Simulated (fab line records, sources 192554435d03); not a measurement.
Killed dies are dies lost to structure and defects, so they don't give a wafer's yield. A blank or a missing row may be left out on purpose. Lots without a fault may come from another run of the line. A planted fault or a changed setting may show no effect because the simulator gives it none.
Chamber matching | flow n5_finfet | N5_BEOL_M14_DESCUM_33 on rie_diel-05: 4 sister chambers
The step chemistry O2, time 7.9 s. 27 wafers are shown with their chamber, then 12 later ones without.

WAFERS WITH THEIR CHAMBER
wafer  | chamber | showerhead_plenum_p_Torr (Torr) | drypump_motor_current_A (A) | throttle_valve_pct (%)
L076.1 | 2       | 2.22                            | 5.8                         | 20.35
L076.5 | 2       | 2.22                            | 5.8                         | 20.34
L076.6 | 3       | 2.15                            | 6.3                         | 20.29
L078.1 | 3       | 2.14                            | 6.3                         | 20.30
L078.2 | 0       | 2.16                            | 5.5                         | 20.28
L078.3 | 1       | 1.90                            | 5.4                         | 20.56
L078.4 | 2       | 2.22                            | 5.8                         | 20.34
L078.5 | 3       | 2.14                            | 6.3                         | 20.31
L078.6 | 2       | 2.22                            | 5.8                         | 20.36
L086.1 | 2       | 2.22                            | 5.8                         | 20.36
L086.2 | 0       | 2.16                            | 5.5                         | 20.30
L086.3 | 1       | 1.90                            | 5.4                         | 20.57
L086.4 | 3       | 2.14                            | 6.3                         | 20.32
L086.5 | 0       | 2.16                            | 5.6                         | 20.31
L086.6 | 1       | 1.90                            | 5.4                         | 20.59
L085.1 | 1       | 1.90                            | 5.4                         | 20.58
L085.2 | 2       | 2.21                            | 5.8                         | 20.39
L085.6 | 1       | 1.90                            | 5.4                         | 20.60
L083.1 | 0       | 2.15                            | 5.5                         | 20.32
L083.3 | 2       | 2.21                            | 5.8                         | 20.36
L083.5 | 2       | 2.21                            | 5.8                         | 20.37
L088.1 | 1       | 1.90                            | 5.4                         | 20.60
L088.2 | 0       | 2.15                            | 5.5                         | 20.32
L088.5 | 0       | 2.15                            | 5.6                         | 20.33
L089.1 | 3       | 2.14                            | 6.3                         | 20.33
L089.2 | 2       | 2.21                            | 5.8                         | 20.38
L089.3 | 0       | 2.15                            | 5.5                         | 20.32

SIGNATURES (means of the wafers above)
reading                  | chamber 0 | chamber 1 | chamber 2 | chamber 3 | scatter within a chamber
showerhead_plenum_p_Torr | 2.1543    | 1.9000    | 2.2156    | 2.1420    | 0.00454
drypump_motor_current_A  | 5.529     | 5.400     | 5.800     | 6.300     | 0.0249
throttle_valve_pct       | 20.3114   | 20.5833   | 20.3611   | 20.3100   | 0.0166
Rule: a wafer's distance from a chamber is the root of the sum, over the readings, of the square of ((its reading less the chamber's mean) divided by the reading's scatter). The wafer belongs to the nearest chamber; if the next one is less than 2 further off, it can't be placed. The scatter: the root of (the sum of the squares of (reading less its chamber's mean) over the shown wafers, divided by (wafers less chambers)).

WAFERS WITHOUT THEIR CHAMBER
wafer  | showerhead_plenum_p_Torr (Torr) | drypump_motor_current_A (A) | throttle_valve_pct (%)
L089.4 | 1.90                            | 5.4                         | 20.59
L089.5 | 2.15                            | 5.5                         | 20.32
L089.6 | 2.14                            | 6.3                         | 20.34
L091.1 | 1.89                            | 5.4                         | 20.60
L091.2 | 2.13                            | 6.3                         | 20.34
L091.3 | 2.21                            | 5.8                         | 20.40
L091.4 | 2.15                            | 5.5                         | 20.34
L091.5 | 2.13                            | 6.3                         | 20.33
L091.6 | 2.15                            | 5.5                         | 20.33
L094.1 | 2.13                            | 6.3                         | 20.35
L094.2 | 1.89                            | 5.5                         | 20.61
L094.4 | 2.15                            | 5.6                         | 20.34

WHICH CHAMBER EACH WENT THROUGH
wafer  | from the rows above | in truth
L089.4 | 1                   | 1
L089.5 | 0                   | 0
L089.6 | 3                   | 3
L091.1 | 1                   | 1
L091.2 | 3                   | 3
L091.3 | 2                   | 2
L091.4 | 0                   | 0
L091.5 | 3                   | 3
L091.6 | 0                   | 0
L094.1 | 3                   | 3
L094.2 | 1                   | 1
L094.4 | 0                   | 0
Placed correctly: 12 of 12. Can't be placed from these rows: 0. Placed wrongly: 0.
